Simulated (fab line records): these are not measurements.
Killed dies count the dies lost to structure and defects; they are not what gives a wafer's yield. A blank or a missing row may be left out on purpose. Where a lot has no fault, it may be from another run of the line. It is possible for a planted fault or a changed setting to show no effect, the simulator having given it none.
A lot that was struck, set against a sound lot -- flow nandHarc -- 15 steps out of a route of 1302
Sound: these wafers, L851.2, L851.4, L851.6. Struck: wafer L859.2 (L859.4, L859.6, from the same lot, were not struck and are left out); the cause is given at the end.
Each step with rows lists, per side, the tool, then ch with its chambers, then its first start. Under that, the readings that differ: sound wafers -- struck wafers -- difference of the means -- sigmas: that difference in standard deviations of wafers without a fault.
alike: readings whose means differ by less than 2 such deviations, and words and numbers that are the same on both sides. not compared: withheld readings, readings that some wafer has no value for, bounds like >300 that may hide the same value, and numbers for which the record gives no deviation and whose values overlap.
The two part at a step that has a row with sigmas, a row that says differs or no value, or rows on one side only. Non-overlapping numbers with no deviation appear without sigmas and do not part them. A reading that every wafer of one side lacks parts them only if that side has two wafers or more.

first, 6 steps without rows for these wafers: NHARC_A_CHANNEL_HOLE_D1_COAT_04 (resist thk 90 nm); NHARC_A_CHANNEL_HOLE_D1_SOFTBAKE_05 (time 55 s); NHARC_A_CHANNEL_HOLE_D1_EBR_06; NHARC_A_CHANNEL_HOLE_D1_EXPOSE_07 (exposes mask HOLE D1, target cd 100 nm); NHARC_A_CHANNEL_HOLE_D1_PEB_08 (peb time 65 s); NHARC_A_CHANNEL_HOLE_D1_DEVELOP_09 (develop time 35 s).
NHARC_A_CHANNEL_HOLE_D1_CD_MEAS_10: the cd target is 100 nm.
  sound on cdSem-01 ch 0, day 11 00:10; struck on cdSem-01 ch 0, day 14 11:13
  alike: cdNm
NHARC_A_CHANNEL_HOLE_D1_OVL_MEAS_11:
  sound: overlay-01 at day 11 00:16; struck: overlay-01 at day 14 11:17
  alike: overlayXNm, overlayYNm
NHARC_A_CHANNEL_HOLE_D1_INSPECT_12:
  sound: defectInspect-02 at day 11 00:17; struck: defectInspect-01 at day 14 11:20
  alike: rawDefectCount
NHARC_A_CHANNEL_HOLE_D1_DESCUM_15: chemistry O2, time 3 s.
  sound on rieDiel-12 ch 1,3, day 11 00:21; struck on rieDiel-08 ch 2, day 14 11:23
reading,sound,struck,difference,sigmas
drypumpMotorCurrentA (A),6.2 6.1 6.2,5.4,-0.8,-2
  alike: oesProductAu, rfVppV, showerheadPlenumPTorr, throttleValvePct
  not compared: rfHoursCounterH
NHARC_A_CHANNEL_HOLE_D1_ETCH_38: etches the open film in CF4, target depth 39 nm, time 65 s.
  sound on rieDiel-12 ch 0,1,3, day 11 00:26; struck on rieDiel-08 ch 3, day 14 11:28
reading,sound,struck,difference,sigmas
runLengthS (s),85.9 86.0 86.5,85.3,-0.8,-2
  alike: drypumpMotorCurrentA, oesProductAu, rfVppV, showerheadPlenumPTorr, throttleValvePct
  not compared: rfHoursCounterH
NHARC_A_CHANNEL_HOLE_D1_ETCH_39: etches the open film in N2/H2, target depth 260 nm, time 325 s.
  sound on rieDiel-12 ch 1,2; struck on rieDiel-08 ch 3
reading,sound,struck,difference,sigmas
oesProductAu (a.u.),1.021 1.015 1.006,0.988,-0.026,-3
  alike: drypumpMotorCurrentA, rfVppV, runLengthS, showerheadPlenumPTorr, throttleValvePct
  not compared: rfHoursCounterH
NHARC_A_CHANNEL_HOLE_D1_ETCH_34: etches the open film in CF4/CHF3, target depth 154 nm, time 77 s.
  sound on rieDiel-12 ch 0,1,2, day 11 00:47; struck on rieDiel-08 ch 0, day 14 11:50
reading,sound,struck,difference,sigmas
drypumpMotorCurrentA (A),5.6 6.2 6.2,5.2,-0.8,-2
runLengthS (s),98.1 98.2 98.1,88.4,-9.7,-24
  alike: oesProductAu, rfVppV, showerheadPlenumPTorr, throttleValvePct
  not compared: rfHoursCounterH
NHARC_A_CHANNEL_HOLE_D1_ETCH_16: etches the open film in O2/COS, target depth 3100 nm, time 806 s.
  sound on rieDiel-12 ch 0,1,2; struck on rieDiel-08 ch 3
reading,sound,struck,difference,sigmas
runLengthS (s),827.3 827.2 827.0,826.3,-0.9,-2
  alike: drypumpMotorCurrentA, oesProductAu, rfVppV, showerheadPlenumPTorr, throttleValvePct
  not compared: rfHoursCounterH
-- break in the record here, with 16 days between the starts of the struck wafers on either side (left off in module A_CHANNEL_HOLE_D1, picked up again in module END, where the first step shown is number 1302 on the route) --
NHARC_END_SORT_01:
  here the record holds rows for the struck wafers (prober-01 ch 0, day 30 09:46) but none for the sound ones

WHERE THEY PART
At NHARC_A_CHANNEL_HOLE_D1_DESCUM_15 first; at NHARC_END_SORT_01 last (within this record only).

WHY: what had been put in by the simulator
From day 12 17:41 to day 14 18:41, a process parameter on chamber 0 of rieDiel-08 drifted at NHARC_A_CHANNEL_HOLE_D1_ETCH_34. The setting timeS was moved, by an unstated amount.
